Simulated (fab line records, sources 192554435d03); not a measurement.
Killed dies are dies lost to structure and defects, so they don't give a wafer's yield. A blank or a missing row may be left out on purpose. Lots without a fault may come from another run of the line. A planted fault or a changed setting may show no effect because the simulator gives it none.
A struck lot beside a sound one | flow n5_finfet | 22 steps out of a route of 1938
Sound: wafers L127.2, L127.4, L127.5. Struck: wafers L124.1, L124.2, L124.3. The cause comes at the end.
At each step with rows: each side's tool, then ch and its chambers, then its first start. Under that, the readings that differ: sound wafers | struck wafers | difference of the means | sigmas: that difference in standard deviations of wafers without a fault.
alike: readings whose means differ by less than 2 such deviations, and words and numbers that are the same on both sides. not compared: withheld readings, readings that some wafer has no value for, bounds like >300 that may hide the same value, and numbers for which the record gives no deviation and whose values overlap.
The two part at a step that has a row with sigmas, a row that says differs or no value, or rows on one side only. Numbers that don't overlap but have no deviation are shown without sigmas and don't part them. A reading that every wafer of one side lacks parts them only if that side has two wafers or more.

first, 8 steps without rows for these wafers: N5_BEOL_M1_PRE_CLEAN_60 (time 15 s); N5_BEOL_M1_CO_CAP_55 (material Co, precursor CCTBA/H2, target thk 2 nm, time 102.1 s); N5_BEOL_M1_PRE_CLEAN_56 (time 15 s); N5_BEOL_M1_DEP_57 (deposits SiCN from 3MS/NH3, target thk 8 nm, time 14 s); N5_BEOL_M2_ILD_DEP_00 (deposits SiOC from DEMS/O2, target thk 79 nm, time 15.3 s); N5_BEOL_M2_PECVD_72 (deposits SiO2 from TEOS/O2, target thk 16 nm, time 18 s); N5_BEOL_M2_HM_DEP_02 (deposits TiN, target thk 20 nm); N5_BEOL_M2_COAT_61 (time 60 s, resist thk 60 nm).
N5_BEOL_M2_COAT_62: time 60 s, resist thk 12 nm.
  sound on litho_track-03 ch 0, day 12 08:14; struck on litho_track-04 ch 0, day 11 00:02
  reading                                    | sound                | struck               | difference | sigmas
  spin_speed_rpm (rpm)                       | 1496.5 1499.8 1499.7 | 2085.7 2087.0 2085.0 | +587.2     | +99 or more
  model.SiARC_of_BEOL_M2_COAT_62.thk_nm (nm) | 12 12 12             | 10.2 10.2 10.2       | -1.8       |
then, 9 steps without rows for these wafers: N5_BEOL_M2_COAT_73 (time 60 s, resist thk 5 nm); N5_BEOL_M2_COAT_05 (resist thk 30 nm); N5_BEOL_M2_EBR_07; N5_BEOL_M2_SOFTBAKE_06 (time 60 s); N5_BEOL_M2_EXPOSE_08 (exposes mask M2); N5_BEOL_M2_PEB_09 (peb time 60 s); N5_BEOL_M2_DEVELOP_10 (develop time 30 s); N5_BEOL_M2_DESCUM_16 (chemistry O2, time 7 s); N5_BEOL_M2_ETCH_74 (etches underlayer in N2/H2, target depth 6.5 nm, time 5.2 s).
N5_BEOL_M2_ETCH_63: etches SiARC in CF4, target depth 15.6 nm, time 26 s.
  sound on rie_diel-05 ch 0,1,3, day 12 08:49; struck on rie_diel-06 ch 0,2,3, day 11 00:37
  reading                  | sound          | struck            | difference | sigmas
  etch_rf_on_time_s (s)    | 25.2 26.3 26.2 | 22.1 21.2 22.5    | -4.0       | -6
  model.etch.depth_nm (nm) | 11.96 12 11.95 | 10.17 10.18 10.14 | -1.81      |
  alike: drypump_motor_current_A, oes_product_au, rf_fwd_power_W, rf_vpp_V, showerhead_plenum_p_Torr, throttle_valve_pct
  not compared: rf_hours_counter_h
N5_BEOL_M2_ETCH_64: etches SOC in N2/H2, target depth 75 nm, overetch 22.5 nm, time 121.9 s.
  sound on rie_diel-05 ch 0,1,3, day 12 08:50; struck on rie_diel-06 ch 0,2,3, day 11 00:38
  reading                                    | sound       | struck      | difference | sigmas
  model.SiARC_of_BEOL_M2_COAT_62.thk_nm (nm) | 6.2 6.6 6.4 | 4.4 4.4 4.8 | -1.9       |
  alike: drypump_motor_current_A, oes_product_au, rf_fwd_power_W, rf_vpp_V, showerhead_plenum_p_Torr, temp_c, throttle_valve_pct
  not compared: rf_hours_counter_h
then, 1 step without rows for these wafers: N5_BEOL_M2_STRIP_65 (strips in N2/H2).
N5_BEOL_M4_RC_MEAS_101:
  sound on prober-02 ch 0, day 13 21:31; struck on prober-02 ch 0, day 11 20:56
  reading        | sound          | struck         | difference | sigmas
  IOFF_P (nA/um) | 0.16 0.16 0.14 | 0.22 0.27 0.24 | +0.09      | +2
  VT_P (mV)      | -257 -257 -257 | -249 -247 -245 | +10        | +3
  alike: DIBL_N, DIBL_P, IOFF_N, ION_N, ION_P, SS_N, SS_P, VT_N

WHERE THEY PART
First at N5_BEOL_M2_COAT_62; last, within this record, at N5_BEOL_M4_RC_MEAS_101.

WHY: what the simulator had put in
Process parameter drift: litho_track-04, from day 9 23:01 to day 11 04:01, at N5_BEOL_M2_COAT_62. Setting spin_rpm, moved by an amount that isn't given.
